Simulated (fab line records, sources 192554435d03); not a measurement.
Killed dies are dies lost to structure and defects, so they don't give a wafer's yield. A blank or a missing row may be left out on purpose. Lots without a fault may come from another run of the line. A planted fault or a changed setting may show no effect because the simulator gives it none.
fab line records | flow n5_finfet
record lots=10 wafers=30 last_day=18
route steps=1938 shown ZERO_LAYER@13 WELL_APT@33 BEOL_M4@1111 PASSIVATION@1936
lots that met no fault: from a run of the same line without faults
start_h: hours from the record's first day to the start of the lot's first wafer shown | wait_h: hours since the lot's step before | " the same as in the row above | L1.1+2: a row that stands for several wafers | - no value, or no start given | * or withheld: withheld | < > ~ a bound
route shown NAME@n: a module of which the file shows steps, and the number in the route of the first | usual: mean/standard deviation of fault-free wafers | same: alike in all rows | chamber/n: place in a boat | sites: the reading at each site | _std_site: their standard deviation | _edge_site: outer sites' mean less inner sites' | radius_mm: how far each site lies from the wafer's centre | mask NAME#n: copy n | behind: the tool/chamber that last shaped the wafer | hold: why the lot was held/for how many hours/how that ended | device: the transistor (n, p or np) that didn't switch | end of line: the same wafers' tests at the end of the route | a step without rows: its recipe alone | killed: dies lost to structure and defects at the first sort, not the wafer's yield | map: a wafer's dies, x killed, . not, _ none there
set.NAME: the setting as run; set.NAME@STEP: as run at that earlier step | model.NAME: the simulator's own value behind a step, which no gauge read
steps of the route over a sample of lots; a table a step, a row a wafer
services: from which hour (start_h, from the record's first day; less than 0 if before it) a tool's chamber was out of use, for how many hours, and why
## steps
# step N5_ZERO_LAYER_CD_MEAS_11
# recipe target_cd_nm=2000 landing_energy_ev=500 detector=se_inlens
# usual cd_nm=1999.9/1.9
# columns lot.wafer tool chamber start_h wait_h cd_nm
L874.2 cd_sem-02 0 12.64 - 2001.9
L874.3 " 0 " " 2001.8
L874.6 " 0 " " 1996.3
L876.2 cd_sem-02 0 24.79 - 1998.9
L876.3 " 0 " " 1998.6
L876.5 " 0 " " 1997.2
L877.3 cd_sem-01 0 30.64 - 1997.7
L877.5 " 0 " " 2000.3
L877.6 " 0 " " 2000.1
L881.1 cd_sem-02 0 54.77 - 2000.0
L881.3 " 0 " " 2002.1
L881.6 " 0 " " 2003.8
L883.3 cd_sem-02 0 66.77 - 1996.9
L883.4 " 0 " " 1999.6
L883.5 " 0 " " 1999.1
L893.1 cd_sem-02 0 126.77 - 1997.9
L893.4 " 0 " " 1999.3
L893.5 " 0 " " 2000.1
L894.1 cd_sem-02 0 132.68 - 1997.6
L894.5 " 0 " " 1998.0
L894.6 " 0 " " 1997.2
L895.1 cd_sem-03 0 138.66 - 1998.8
L895.2 " 0 " " 2002.1
L895.4 " 0 " " 2000.3
L896.2 cd_sem-02 0 144.66 - 1999.2
L896.3 " 0 " " 1998.3
L896.5 " 0 " " 2000.2
L897.1 cd_sem-02 0 150.64 - 1998.0
L897.3 " 0 " " 1997.1
L897.5 " 0 " " 1997.6
# step N5_ZERO_LAYER_ETCH_18
# recipe chemistry=HBr/Cl2 target=Si target_depth_a=1200 time_s=40 pressure_mtorr=10 icp_w=800 bias_w=75 HBr_flow_sccm=150 Cl2_flow_sccm=80
# usual HBr_flow_sccm=150.0/0.45 drypump_motor_current_A=5.47/0.26 oes_product_au=0.992/0.018 throttle_valve_pct=36.31/0.28
# columns lot.wafer tool chamber start_h wait_h HBr_flow_sccm drypump_motor_current_A oes_product_au rf_hours_counter_h throttle_valve_pct
L874.2 rie_si-01 2 13.04 0.0 150.4 5.76 1.040 145 36.11
L874.3 " 0 " " 150.4 5.73 1.011 132 36.46
L874.6 " 1 " " 150.0 5.50 0.995 - 36.51
L876.2 rie_si-04 0 24.96 0.0 150.0 5.16 0.983 66 36.09
L876.3 " 1 " " 150.4 5.29 0.987 31 36.57
L876.5 " 0 " " 150.2 5.15 0.978 - 36.08
L877.3 rie_si-01 1 30.79 0.0 149.7 5.51 0.997 155 36.51
L877.5 " 3 " " 150.0 5.39 0.968 - 35.96
L877.6 " 0 " " 149.8 5.74 1.002 - 36.46
L881.1 rie_si-03 0 54.91 0.0 150.8 5.97 0.984 111 36.70
L881.3 " 3 " " 149.3 5.11 0.976 175 36.44
L881.6 " 0 " " 150.5 5.97 0.988 - 36.71
L883.3 rie_si-03 2 66.93 0.0 150.3 5.55 0.980 65 35.59
L883.4 " 0 " " 151.0 5.97 0.984 111 36.70
L883.5 " 0 " " 150.9 5.97 0.982 - 36.69
L893.1 rie_si-01 3 126.91 0.0 150.0 5.40 0.972 97 35.98
L893.4 " 1 " " 149.8 5.51 0.993 157 36.52
L893.5 " 1 " " 149.9 5.50 0.997 - 36.53
L894.1 rie_si-04 2 132.83 0.0 150.4 5.30 0.980 137 36.20
L894.5 " 2 " " 150.0 5.28 0.974 - 36.22
L894.6 " 1 " " 150.1 5.27 0.992 - 36.57
L895.1 rie_si-03 2 138.81 0.0 150.1 5.48 0.971 66 35.59
L895.2 " 1 " " 149.8 5.20 0.993 34 36.09
L895.4 " 3 " " 150.3 5.09 0.968 176 36.44
L896.2 rie_si-01 3 144.80 0.0 150.1 5.43 0.967 97 35.98
L896.3 " 0 " " 149.3 5.74 1.007 134 36.47
L896.5 " 2 " " 149.8 5.75 1.026 - 36.13
L897.1 rie_si-03 1 152.52 0.0 150.7 5.17 0.989 34 36.08
L897.3 " 3 " " 150.7 5.11 0.966 176 36.43
L897.5 " 0 " " 150.6 5.97 0.987 - 36.70
# step N5_ZERO_LAYER_STRIP_24
# recipe chemistry=O2 power_w=1000 temp_c=250 overash_fraction=0.3 pressure_mtorr=1000 o2_flow_sccm=6750
# usual drypump_motor_current_A=5.66/0.28 heater_power_w=322/28 oes_product_au=0.648/0.0046 strip_time_to_endpoint_s=43.91/0.1
# columns lot.wafer tool chamber start_h wait_h drypump_motor_current_A heater_power_w oes_product_au rf_hours_counter_h strip_time_to_endpoint_s
L874.2 plasma_asher-02 1 13.15 0.1 5.37 370 0.648 25 43.78
L874.3 " 1 " " 5.37 367 0.654 - 43.80
L874.6 " 1 " " 5.37 357 0.648 - 43.75
L876.2 plasma_asher-01 1 25.06 0.1 6.04 292 0.648 59 43.97
L876.3 " 1 " " 6.06 286 0.649 - 43.92
L876.5 " 0 " " 5.73 303 0.646 - 43.99
L877.3 plasma_asher-01 1 30.91 0.1 6.00 290 0.648 - 43.88
L877.5 " 1 " " 6.06 285 0.653 - 43.90
L877.6 " 0 " " 5.75 305 0.652 - 43.97
L881.1 plasma_asher-02 0 55.02 0.1 5.36 342 0.648 33 44.00
L881.3 " 0 " " 5.36 341 0.640 - 43.87
L881.6 " 0 " " 5.37 349 0.647 - 43.94
L883.3 plasma_asher-01 0 67.05 0.1 5.72 311 0.639 - 43.96
L883.4 " 1 " " 6.03 292 0.650 - 44.01
L883.5 " 1 " " 6.01 286 0.649 - 43.94
L893.1 plasma_asher-01 1 127.02 0.1 6.05 287 0.648 80 43.98
L893.4 " 0 " " 5.69 316 0.644 - 43.94
L893.5 " 1 " " 6.04 288 0.640 - 44.00
L894.1 plasma_asher-02 1 132.93 0.1 5.35 348 0.653 46 43.81
L894.5 " 0 " " 5.36 338 0.658 - 43.76
L894.6 " 1 " " 5.34 354 0.648 - 43.86
L895.1 plasma_asher-01 1 138.92 0.1 6.02 283 0.645 82 43.89
L895.2 " 0 " " 5.72 322 0.655 82 43.95
L895.4 " 1 " " 6.04 289 0.652 - 43.95
L896.2 plasma_asher-02 1 144.91 0.1 5.34 366 0.652 48 44.04
L896.3 " 1 " " 5.36 371 0.653 - 44.01
L896.5 " 0 " " 5.36 351 0.637 - 44.05
L897.1 plasma_asher-01 0 152.62 0.1 5.77 317 0.645 86 43.67
L897.3 " 1 " " 6.02 291 0.648 - 43.80
L897.5 " 0 " " 5.74 303 0.650 - 43.73
# step N5_WELL_APT_IMPLANT_15
# recipe species=As energy_kev=25 dose_cm2=1.5e+13 tilt_deg=0 rotation_deg=0
# usual dose_ions_cm2=1.4999e+13/1.7e+10 faraday_current_uA=191/4 rotation_deg=0.001/0.021
# columns lot.wafer tool chamber start_h wait_h dose_ions_cm2 faraday_current_uA rotation_deg
L874.2 implanter-01 0 14.27 0.1 1.5006e+13 193 0.002
L874.3 " 0 " " 1.4972e+13 200 -0.014
L874.6 " 0 " " 1.5012e+13 198 -0.037
L876.2 implanter-01 0 26.52 0.1 1.4995e+13 193 0.016
L876.3 " 0 " " 1.4982e+13 187 0.015
L876.5 " 0 " " 1.5002e+13 188 -0.031
L877.3 implanter-02 0 32.11 0.1 1.5036e+13 187 0.014
L877.5 " 0 " " 1.5008e+13 194 0.038
L877.6 " 0 " " 1.502e+13 188 0.022
L881.1 implanter-01 0 56.17 0.1 3.848e+12 49 -0.025
L881.3 " 0 " " 3.825e+12 50 -0.013
L881.6 " 0 " " 3.858e+12 50 -0.011
L883.3 implanter-01 0 68.13 0.1 3.888e+12 49 -0.010
L883.4 " 0 " " 3.896e+12 48 0.006
L883.5 " 0 " " 3.876e+12 49 -0.019
L893.1 implanter-01 0 128.17 0.1 1.5002e+13 188 -0.020
L893.4 " 0 " " 1.5004e+13 187 -0.003
L893.5 " 0 " " 1.4988e+13 188 -0.002
L894.1 implanter-01 0 133.96 0.1 1.4993e+13 194 0.010
L894.5 " 0 " " 1.5036e+13 197 0.027
L894.6 " 0 " " 1.5025e+13 184 0.009
L895.1 implanter-01 0 140.28 0.1 1.4987e+13 187 -0.006
L895.2 " 0 " " 1.4988e+13 195 -0.019
L895.4 " 0 " " 1.4979e+13 190 -0.021
L896.2 implanter-01 0 146.09 0.1 1.4997e+13 195 0.041
L896.3 " 0 " " 1.4989e+13 192 0.023
L896.5 " 0 " " 1.5018e+13 188 0.006
L897.1 implanter-01 0 153.86 0.1 1.5003e+13 192 0.013
L897.3 " 0 " " 1.5021e+13 192 0.006
L897.5 " 0 " " 1.502e+13 188 0.023
# step N5_BEOL_M4_RC_MEAS_101
# usual CJ_P=5.82/0.2 DIBL_N=35.9/1.8 DIBL_P=36.2/2 IOFF_N=0.16/0.031 IOFF_P=0.22/0.041 ION_N=676/11 ION_P=465/8.5 SS_N=71.4/0.64 SS_P=73.2/0.7 VT_N=250/3.5 VT_P=-250/3.9
# columns lot.wafer tool chamber start_h wait_h CJ_P DIBL_N[mV/V] DIBL_P[mV/V] IOFF_N[nA/um] IOFF_P[nA/um] ION_N[uA/um] ION_P[uA/um] SS_N[mV/dec] SS_P[mV/dec] VT_N[mV] VT_P[mV]
L874.2 prober-01 0 172.38 0.2 5.97 35.4 35.3 0.13 0.22 672 466 71.4 72.4 255 -249
L874.3 " 0 " " 5.54 36.9 37.8 0.17 0.29 694 484 71.1 73.3 249 -244
L874.6 " 0 " " 5.72 35.3 34.9 0.14 0.23 674 476 70.7 73.0 252 -246
L876.2 prober-02 0 182.35 0.2 5.96 36.6 35.9 0.17 0.19 673 449 71.5 73.4 250 -251
L876.3 " 0 " " 6.00 33.5 32.5 0.11 0.15 657 450 70.8 71.8 252 -254
L876.5 " 0 " " 5.86 35.1 35.4 0.15 0.18 676 457 71.1 72.0 250 -251
L877.3 prober-02 0 189.02 0.3 6.08 32.6 34.6 0.12 0.18 668 462 70.5 72.7 254 -248
L877.5 " 0 " " 6.32 29.3 29.7 0.08 0.12 652 450 70.0 71.0 260 -254
L877.6 " 0 " " 5.92 34.5 34.9 0.14 0.18 655 451 71.0 71.9 252 -251
L881.1 prober-01 0 214.18 0.0 2.91 34.1 34.3 0.12 0.22 672 474 71.3 73.1 253 -248
L881.3 " 0 " " 2.87 36.5 38.4 0.17 0.32 682 470 71.4 75.0 247 -245
L881.6 " 0 " " 2.97 36.3 37.7 0.16 0.29 675 466 71.6 73.8 249 -245
L883.3 prober-01 0 218.98 0.3 3.05 36.3 39.3 0.16 0.33 678 477 70.6 74.7 247 -240
L883.4 " 0 " " 2.97 36.3 41.4 0.16 0.43 673 473 71.3 75.5 249 -243
L883.5 " 0 " " 3.04 36.5 38.2 0.16 0.28 688 483 71.2 73.2 249 -244
L893.1 prober-01 0 290.67 0.0 5.39 38.3 40.2 0.22 0.28 679 470 72.5 74.3 247 -245
L893.4 " 0 " " 5.62 38.3 39.0 0.20 0.26 685 476 72.2 73.0 246 -246
L893.5 " 0 " " 5.60 37.5 37.9 0.18 0.24 678 464 72.2 73.7 248 -247
L894.1 prober-01 0 292.51 0.0 5.44 36.6 37.1 0.16 0.25 684 476 71.8 72.6 248 -247
L894.5 " 0 " " 5.40 37.2 37.5 0.16 0.26 673 470 71.3 73.7 251 -247
L894.6 " 0 " " 5.99 38.2 39.3 0.21 0.30 702 484 71.5 73.6 244 -246
L895.1 prober-01 0 303.26 0.0 6.00 36.2 34.7 0.17 0.22 680 459 71.8 73.0 247 -251
L895.2 " 0 " " 5.94 34.7 33.7 0.14 0.20 669 466 71.2 72.9 249 -251
L895.4 " 0 " " 6.12 34.8 33.1 0.15 0.19 662 458 71.2 71.8 250 -250
L896.2 prober-02 0 308.80 0.2 5.91 35.1 35.2 0.14 0.21 684 470 71.1 72.6 247 -248
L896.3 " 0 " " 5.59 37.9 37.1 0.18 0.24 691 473 71.3 74.2 248 -248
L896.5 " 0 " " 5.99 37.0 36.8 0.16 0.24 678 470 71.6 73.5 248 -248
L897.1 prober-02 0 321.11 0.0 5.81 35.7 35.5 0.13 0.15 676 456 70.6 73.4 250 -258
L897.3 " 0 " " 6.11 35.4 35.8 0.13 0.15 678 464 70.6 72.5 254 -259
L897.5 " 0 " " 5.95 35.6 36.1 0.14 0.15 675 452 71.2 73.0 249 -256
# step N5_PASSIVATION_PROBE_49
# usual defect_limited_yield=91.3/1.3 killed_at_M0_to_M3=35/9.3 killed_at_M4_up=14/5.2 killed_at_contacts=12/5.9 killed_at_front_end=38/11 killed_at_other=4/3.7 killed_dies=103/15 killed_open=67/12 killed_short=34/8 sort_bin_4_leakage=0/0 sort_bin_5_function=5.1/0.88 sort_bin_6_memory=3.3/0.65 sort_n_pass=1077/15 sort_yield_pct=91.3/1.3
# same gross_dies=1180 killed_at_back_side=0 sort_bin_8_speed[%]=0
# columns lot.wafer tool chamber start_h wait_h defect_limited_yield[%] killed_at_M0_to_M3 killed_at_M4_up killed_at_contacts killed_at_front_end killed_at_other killed_dies killed_open killed_short sort_bin_4_leakage[%] sort_bin_5_function[%] sort_bin_6_memory[%] sort_n_pass sort_yield_pct[%]
L874.2 prober-01 - 285.16 0.3 90.5 38 15 22 34 3 112 74 38 0 5.3 3.8 1068 90.5
L874.3 prober-01 - 285.21 0.4 90.7 51 16 13 27 3 110 73 37 0 5.3 3.6 1070 90.7
L874.6 prober-01 - 285.36 0.5 90.1 47 13 13 36 8 117 70 47 0 5.4 3.8 1063 90.1
L876.2 prober-02 - 297.42 0.1 92.3 34 11 8 37 1 91 59 31 0 4.2 3.2 1089 92.3
L876.3 prober-02 - 297.47 0.1 94.2 25 9 5 26 3 68 45 23 0 3.6 1.9 1112 94.2
L876.5 prober-02 - 297.57 0.2 92.4 22 17 13 34 4 90 58 31 0 4.7 2.6 1090 92.4
L877.3 prober-02 - 302.71 0.1 91.2 40 20 13 29 2 104 71 32 0 4.9 3.6 1076 91.2
L877.5 prober-02 - 302.81 0.2 91.0 32 15 30 27 2 106 67 38 0 5.7 3.2 1074 91.0
L877.6 prober-02 - 302.86 0.3 90.0 49 13 15 41 0 118 72 45 0 6.4 3.2 1062 90.0
L881.1 prober-02 - 328.49 0.0 91.0 29 19 25 32 1 106 76 30 0 5.9 3.1 1074 91.0
L881.3 prober-02 - 328.59 0.1 90.6 33 21 25 30 2 111 75 35 0 5.5 3.6 1069 90.6
L881.6 prober-02 - 328.74 0.3 90.0 34 19 29 35 1 118 82 33 0 5.9 3.8 1062 90.0
L883.3 prober-01 - 332.26 0.1 90.3 32 22 10 46 4 114 68 44 0 6.4 3.1 1066 90.3
L883.4 prober-01 - 332.31 0.2 90.7 35 5 6 64 0 110 67 35 0.17 5.2 3.2 1068 90.5
L883.5 prober-01 - 332.36 0.2 90.8 35 10 12 50 1 108 71 31 0 4.7 3.8 1072 90.8
L894.1 prober-01 - 397.83 0.0 90.9 34 8 11 40 14 107 72 34 0 5.3 3.4 1073 90.9
L894.5 prober-01 - 398.03 0.2 91.4 25 14 26 32 4 101 71 28 0 5.3 2.6 1079 91.4
L894.6 prober-01 - 398.08 0.3 91.8 31 9 15 35 7 97 59 37 0 4.8 3.2 1083 91.8
L893.1 prober-02 - 399.63 0.6 92.3 26 15 13 34 3 91 50 41 0 4.2 3.1 1089 92.3
L893.4 prober-02 - 399.78 0.7 90.5 36 16 8 49 3 112 62 48 0 5.8 3.2 1068 90.5
L893.5 prober-02 - 399.83 0.8 90.0 39 13 9 57 0 118 66 51 0 5.3 4.4 1062 90.0
L896.2 prober-01 - 407.63 0.1 93.4 20 6 15 36 1 78 45 32 0 4.0 2.3 1102 93.4
L896.3 prober-01 - 407.68 0.1 91.7 33 17 15 29 4 98 63 34 0 4.9 3.1 1082 91.7
L896.5 prober-01 - 407.78 0.2 91.9 30 15 8 36 6 95 60 32 0 4.8 2.8 1085 91.9
L895.1 prober-02 - 414.47 0.0 91.8 37 10 16 34 0 97 70 26 0 3.6 4.3 1083 91.8
L895.2 prober-02 - 414.52 0.1 93.3 35 5 11 27 1 79 60 18 0 3.5 3.1 1101 93.3
L895.4 prober-02 - 414.62 0.2 92.0 18 7 17 52 0 94 65 27 0 4.6 3.2 1086 92.0
L897.1 prober-02 - 430.75 0.0 91.7 29 20 5 43 1 98 70 27 0 4.6 3.4 1082 91.7
L897.3 prober-02 - 430.85 0.1 89.1 46 26 15 41 1 129 96 33 0 7.3 3.5 1051 89.1
L897.5 prober-02 - 430.95 0.2 91.0 54 19 5 28 0 106 69 37 0 5.1 3.5 1074 91.0
# killed by level:class
L874.2 MOL_CONTACT_COAG:geometric_particle:open=19 FIN_SAQP:geometric_particle:short=8 BEOL_M4:geometric_particle:open=7 BEOL_M0:geometric_particle:open=7 STI_FIN_REVEAL:geometric_particle:open=6 BEOL_M0_SAQP:geometric_particle:short=6 FIN_SAQP:geometric_particle:open=5 BEOL_M0_SAQP:geometric_particle:open=5
L874.3 BEOL_M1:geometric_particle:open=10 FIN_SAQP:geometric_particle:short=9 MOL_CONTACT_COAG:geometric_particle:open=9 BEOL_M0_SAQP:geometric_particle:short=9 BEOL_M3:geometric_particle:open=9 BEOL_M0_SAQP:geometric_particle:open=8 BEOL_M4:geometric_particle:open=7 BEOL_M1:geometric_particle:short=5
L874.6 MOL_CONTACT_COAG:geometric_particle:open=10 BEOL_M0_SAQP:geometric_particle:short=9 FIN_SAQP:geometric_particle:open=8 BEOL_M0_SAQP:geometric_particle:open=7 BEOL_M3:geometric_particle:open=7 BEOL_M1:geometric_particle:open=6 BEOL_M2:geometric_particle:short=6 GATE_CUT:geometric_particle:short=5
L876.2 STI_FIN_REVEAL:geometric_particle:open=18 BEOL_M3:geometric_particle:open=16 MOL_CONTACT_COAG:geometric_particle:open=7 BEOL_M0_SAQP:geometric_particle:short=7 BEOL_M3:geometric_particle:short=5 FIN_SAQP:geometric_particle:short=4 BEOL_M4:geometric_particle:open=4 STI_FIN_REVEAL:geometric_particle:short=3
L876.3 STI_FIN_REVEAL:geometric_particle:open=8 BEOL_M0_SAQP:geometric_particle:short=8 BEOL_M0_SAQP:geometric_particle:open=7 BEOL_M4:geometric_particle:open=7 BEOL_M1:geometric_particle:open=5 STARTING-WAFER:geometric_particle:short=5 STARTING-WAFER:geometric_particle:open=4 MOL_CONTACT_COAG:geometric_particle:open=3
L876.5 MOL_CONTACT_COAG:geometric_particle:open=10 STI_FIN_REVEAL:geometric_particle:open=7 BEOL_M0_SAQP:geometric_particle:short=7 BEOL_M4:geometric_particle:open=7 ILD0:geometric_particle:short=5 BEOL_M0:geometric_particle:open=5 STARTING-WAFER:geometric_particle:open=5 FIN_SAQP:geometric_particle:open=4
L877.3 BEOL_M4:geometric_particle:open=12 MOL_CONTACT_COAG:geometric_particle:open=11 BEOL_M2:geometric_particle:open=9 BEOL_M1:geometric_particle:short=8 BEOL_M0_SAQP:geometric_particle:open=7 FIN_SAQP:geometric_particle:open=5 STI_FIN_REVEAL:geometric_particle:open=5 BEOL_M0_SAQP:geometric_particle:short=5
L877.5 MOL_CONTACT_COAG:geometric_particle:open=19 MOL_CONTACT_COAG:geometric_particle:short=11 STI_FIN_REVEAL:geometric_particle:open=7 BEOL_M4:geometric_particle:short=7 BEOL_M0_SAQP:geometric_particle:open=6 BEOL_M2:geometric_particle:open=6 FIN_SAQP:geometric_particle:open=5 BEOL_M0:geometric_particle:open=4
L877.6 BEOL_M0_SAQP:geometric_particle:open=13 MOL_CONTACT_COAG:geometric_particle:open=12 BEOL_M0_SAQP:geometric_particle:short=12 FIN_SAQP:geometric_particle:short=11 BEOL_M3:geometric_particle:open=10 BEOL_M2:geometric_particle:open=9 DUMMY_GATE:geometric_particle:open=7 GATE_CUT:geometric_particle:open=5
L881.1 MOL_CONTACT_COAG:geometric_particle:open=24 BEOL_M4:geometric_particle:open=11 BEOL_M3:geometric_particle:open=10 STI_FIN_REVEAL:geometric_particle:open=8 GATE_CUT:geometric_particle:short=8 BEOL_M0_SAQP:geometric_particle:open=4 BEOL_M3:geometric_particle:short=4 FIN_SAQP:geometric_particle:short=3
L881.3 MOL_CONTACT_COAG:geometric_particle:open=22 BEOL_M4:geometric_particle:open=15 BEOL_M0_SAQP:geometric_particle:short=8 BEOL_M3:geometric_particle:open=8 STI_FIN_REVEAL:geometric_particle:open=6 BEOL_M0:geometric_particle:short=6 DUMMY_GATE:geometric_particle:open=5 FIN_SAQP:geometric_particle:short=4
L881.6 MOL_CONTACT_COAG:geometric_particle:open=28 STI_FIN_REVEAL:geometric_particle:open=11 BEOL_M4:geometric_particle:open=11 STI_FIN_REVEAL:geometric_particle:short=7 BEOL_M3:geometric_particle:open=6 BEOL_M0_SAQP:geometric_particle:open=5 BEOL_M0_SAQP:geometric_particle:short=5 BEOL_M0:geometric_particle:short=5
L883.3 FIN_SAQP:geometric_particle:short=16 FIN_SAQP:geometric_particle:open=12 BEOL_M0_SAQP:geometric_particle:short=9 DUMMY_GATE:geometric_particle:open=8 MOL_CONTACT_COAG:geometric_particle:open=8 BEOL_M3:geometric_particle:open=7 BEOL_M4:geometric_particle:open=7 BEOL_M5:geometric_particle:open=6
L883.4 FIN_SAQP:geometric_particle:open=19 STI_FIN_REVEAL:geometric_particle:open=15 BEOL_M0_SAQP:geometric_particle:short=9 BEOL_M1:geometric_particle:open=8 FIN_SAQP:geometric_particle:short=6 GATE_CUT:geometric_particle:short=6 BEOL_M3:geometric_particle:open=6 HKMG_FIN:area_etch=6
L883.5 BEOL_M3:geometric_particle:open=14 FIN_SAQP:geometric_particle:open=12 STI_FIN_REVEAL:geometric_particle:open=11 MOL_CONTACT_COAG:geometric_particle:open=10 FIN_SAQP:geometric_particle:short=7 BEOL_M0_SAQP:geometric_particle:open=7 GATE_CUT:geometric_particle:short=4 BEOL_M2:geometric_particle:open=4
L894.1 MOL_CONTACT_COAG:geometric_particle:open=11 BEOL_M3:geometric_particle:open=10 STI_FIN_REVEAL:geometric_particle:open=8 GATE_CUT:geometric_particle:short=6 BEOL_M0_SAQP:geometric_particle:short=6 BEOL_M0_SAQP:geometric_particle:open=6 DUMMY_GATE:geometric_particle:open=5 ILD0:geometric_particle:short=5
L894.5 MOL_CONTACT_COAG:geometric_particle:open=19 BEOL_M3:geometric_particle:open=11 MOL_CONTACT_COAG:geometric_particle:short=7 BEOL_M4:geometric_particle:open=6 STI_FIN_REVEAL:geometric_particle:open=5 BEOL_M2:geometric_particle:open=5 FIN_SAQP:geometric_particle:open=4 FIN_SAQP:geometric_particle:short=4
L894.6 MOL_CONTACT_COAG:geometric_particle:open=12 BEOL_M0_SAQP:geometric_particle:short=9 FIN_SAQP:geometric_particle:open=7 BEOL_M0_SAQP:geometric_particle:open=7 DUMMY_GATE:geometric_particle:open=5 DUMMY_GATE:geometric_particle:short=4 GATE_CUT:geometric_particle:short=4 BEOL_M1:geometric_particle:open=4
L893.1 BEOL_M0_SAQP:geometric_particle:short=11 FIN_SAQP:geometric_particle:open=10 MOL_CONTACT_COAG:geometric_particle:open=10 FIN_SAQP:geometric_particle:short=6 GATE_CUT:geometric_particle:short=5 BEOL_M0_SAQP:geometric_particle:open=5 BEOL_M4:geometric_particle:short=5 BEOL_M4:geometric_particle:open=5
L893.4 BEOL_M4:geometric_particle:open=13 BEOL_M0_SAQP:geometric_particle:short=12 FIN_SAQP:geometric_particle:short=10 GATE_CUT:geometric_particle:short=10 BEOL_M2:geometric_particle:open=9 GATE_CUT:geometric_particle:open=7 MOL_CONTACT_COAG:geometric_particle:open=6 BEOL_M0_SAQP:geometric_particle:open=6
L893.5 FIN_SAQP:geometric_particle:short=19 BEOL_M0_SAQP:geometric_particle:open=14 BEOL_M0_SAQP:geometric_particle:short=12 STI_FIN_REVEAL:geometric_particle:open=9 FIN_SAQP:geometric_particle:open=7 MOL_CONTACT_COAG:geometric_particle:open=7 BEOL_M3:geometric_particle:open=6 STI_FIN_REVEAL:geometric_particle:short=4
L896.2 MOL_CONTACT_COAG:geometric_particle:open=11 FIN_SAQP:geometric_particle:short=8 FIN_SAQP:geometric_particle:open=7 BEOL_M1:geometric_particle:short=5 ILD0:geometric_particle:open=4 MOL_CONTACT_COAG:geometric_particle:short=4 BEOL_M3:geometric_particle:open=4 BEOL_M2:geometric_particle:open=4
L896.3 MOL_CONTACT_COAG:geometric_particle:open=12 BEOL_M0_SAQP:geometric_particle:short=9 DUMMY_GATE:geometric_particle:open=8 BEOL_M4:geometric_particle:open=8 BEOL_M3:geometric_particle:open=7 FIN_SAQP:geometric_particle:open=6 BEOL_M0_SAQP:geometric_particle:open=5 BEOL_M2:geometric_particle:open=5
L896.5 BEOL_M4:geometric_particle:open=11 FIN_SAQP:geometric_particle:short=7 BEOL_M0_SAQP:geometric_particle:open=7 BEOL_M1:geometric_particle:open=7 FIN_SAQP:geometric_particle:open=6 STI_FIN_REVEAL:geometric_particle:open=6 STARTING-WAFER:geometric_particle:short=6 MOL_CONTACT_COAG:geometric_particle:open=5
L895.1 MOL_CONTACT_COAG:geometric_particle:open=13 BEOL_M0_SAQP:geometric_particle:short=12 BEOL_M0_SAQP:geometric_particle:open=11 STI_FIN_REVEAL:geometric_particle:open=6 DUMMY_GATE:geometric_particle:open=6 BEOL_M3:geometric_particle:open=6 FIN_SAQP:geometric_particle:open=5 GATE_CUT:geometric_particle:open=5
L895.2 BEOL_M2:geometric_particle:open=9 MOL_CONTACT_COAG:geometric_particle:open=9 BEOL_M0_SAQP:geometric_particle:open=9 STI_FIN_REVEAL:geometric_particle:open=6 BEOL_M0_SAQP:geometric_particle:short=6 BEOL_M3:geometric_particle:open=6 FIN_SAQP:geometric_particle:short=3 FIN_SAQP:geometric_particle:open=3
L895.4 MOL_CONTACT_COAG:geometric_particle:open=14 FIN_SAQP:geometric_particle:open=12 STI_FIN_REVEAL:geometric_particle:open=10 BEOL_M1:geometric_particle:open=6 GATE_CUT:geometric_particle:open=5 DUMMY_GATE:geometric_particle:open=4 ILD0:geometric_particle:open=4 GATE_CUT:geometric_particle:short=4
L897.1 BEOL_M3:geometric_particle:open=12 FIN_SAQP:geometric_particle:open=11 BEOL_M4:geometric_particle:open=10 FIN_SAQP:geometric_particle:short=7 STI_FIN_REVEAL:geometric_particle:open=7 BEOL_M2:geometric_particle:open=6 BEOL_M0_SAQP:geometric_particle:open=4 BEOL_M3:geometric_particle:short=4
L897.3 BEOL_M4:geometric_particle:open=17 MOL_CONTACT_COAG:geometric_particle:open=13 BEOL_M2:geometric_particle:open=12 BEOL_M0_SAQP:geometric_particle:open=11 FIN_SAQP:geometric_particle:open=8 BEOL_M3:geometric_particle:open=8 STI_FIN_REVEAL:geometric_particle:open=6 BEOL_M0_SAQP:geometric_particle:short=6
L897.5 BEOL_M0_SAQP:geometric_particle:short=13 BEOL_M2:geometric_particle:open=13 BEOL_M1:geometric_particle:open=8 STI_FIN_REVEAL:geometric_particle:open=7 BEOL_M0_SAQP:geometric_particle:open=7 GATE_CUT:geometric_particle:open=6 BEOL_M4:geometric_particle:open=6 MOL_CONTACT_COAG:geometric_particle:open=5
## services
# columns tool chamber start_h hours kind
rie_si-03 3 5.43 5.1 repair
rie_si-04 - 26.09 28.1 pm
implanter-01 - 29.79 2.4 repair
implanter-02 - 55.96 2.5 repair
rie_si-01 2 64.85 0.9 repair
implanter-02 - 111.12 0.7 repair
implanter-02 - 133.11 5.4 repair
## key
first_sign step=N5_WELL_APT_IMPLANT_15 reading=dose_ions_cm2 direction=down sigmas=99+ usual=1.4999e+13 struck=3.865e+12
effect step=N5_WELL_APT_IMPLANT_15 reading=faraday_current_uA direction=down sigmas=36 usual=191 struck=49
effect step=N5_BEOL_M4_RC_MEAS_101 reading=CJ_P direction=down sigmas=14 usual=5.82 struck=2.97
effect step=N5_BEOL_M4_RC_MEAS_101 reading=IOFF_P direction=up sigmas=2.3 usual=0.22 struck=0.31 wafers_moved=2
met_at N5_WELL_APT_IMPLANT_15
struck_lots L881,L883
not_acting_at N5_ZERO_LAYER_CD_MEAS_11,N5_ZERO_LAYER_ETCH_18,N5_ZERO_LAYER_STRIP_24
onset_between 26.52 56.17
fault kind=process_parameter_drift tool=implanter-01 chamber=- onset_h=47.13 steps=N5_WELL_APT_IMPLANT_15 channel=dose_cm2 offset=-1.1135e+13 shape=step end_h=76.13 acts_in=these_recipes_only stated=1.5e+13
